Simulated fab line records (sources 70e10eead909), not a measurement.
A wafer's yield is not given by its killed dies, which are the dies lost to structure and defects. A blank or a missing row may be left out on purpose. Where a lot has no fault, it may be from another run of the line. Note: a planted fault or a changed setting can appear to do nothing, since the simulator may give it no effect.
What tool caused it? + flow nand_harc + route of 1302 steps, sampled at 1 step: 14 lots, 40 wafers

WHAT EACH GAUGE READ, for each wafer
NHARC_A_SLIT_CD_MEAS_09 targets a cd of 300 nm. Usual: cd_nm 299.6 nm, standard deviation 1.
| lot  | measured     | on        | cd_nm (nm)        | flag |
|------|--------------|-----------|-------------------|------|
| L370 | day 20 12:30 | cd_sem-03 | 301.0 300.9 300.1 |      |
| L371 | day 20 16:13 | cd_sem-01 | 298.7 299.0 298.4 |      |
| L372 | day 20 23:07 | cd_sem-03 | 300.6 300.9 301.4 |      |
| L375 | day 21 07:01 | cd_sem-03 | 297.8 298.9 297.3 |      |
| L376 | day 22 11:40 | cd_sem-02 | 300.5 300.5 299.4 |      |
| L379 | day 23 03:43 | cd_sem-03 | 300.5 300.9 300.0 |      |
| L380 | day 23 21:47 | cd_sem-01 | 298.8 298.2 298.2 |      |
| L381 | day 24 07:07 | cd_sem-01 | 299.3 299.9 300.0 |      |
| L385 | day 25 08:17 | cd_sem-03 | 300.3 301.0 300.9 |      |
| L384 | day 25 08:41 | cd_sem-02 | 300.9 301.3 300.9 |      |
| L383 | day 25 10:39 | cd_sem-01 | 300.4             |      |
| L386 | day 26 19:43 | cd_sem-03 | 297.8 299.4 299.5 |      |
| L391 | day 28 23:33 | cd_sem-01 | 300.2 299.8 300.6 |      |
| L392 | day 29 01:17 | cd_sem-01 | 298.5 298.3 298.8 |      |

WHICH TOOL RAN EACH LOT (tool, then ch and the chambers of the sampled wafers, then the start)
The record shows no process step preceding these readings.

WHAT THE TOOLS THEMSELVES READ (means of the sampled wafers that have a number; where no wafer has one, the mark that the record gives instead)
The record holds no such reading with a usual standard deviation.

THE ANSWER, worked out from the rows above alone
Rule: take the mean of a lot's wafers that have a number; if it is more than 3 standard deviations from the usual mean, the lot is off. Also off: a lot with no number at a reading for which 4 or more lots have one. The other lots that the step has rows for count as sound. First the gauges in route order, then the tools' own readings, where a lot's mean is used as printed above. The first step at which some lot is off is used, and at that step the reading that is off furthest; a lot without a number counts as furthest.
Nothing can be told from this: no lot is off at any reading shown.

WHAT THE SIMULATOR HAD PUT IN
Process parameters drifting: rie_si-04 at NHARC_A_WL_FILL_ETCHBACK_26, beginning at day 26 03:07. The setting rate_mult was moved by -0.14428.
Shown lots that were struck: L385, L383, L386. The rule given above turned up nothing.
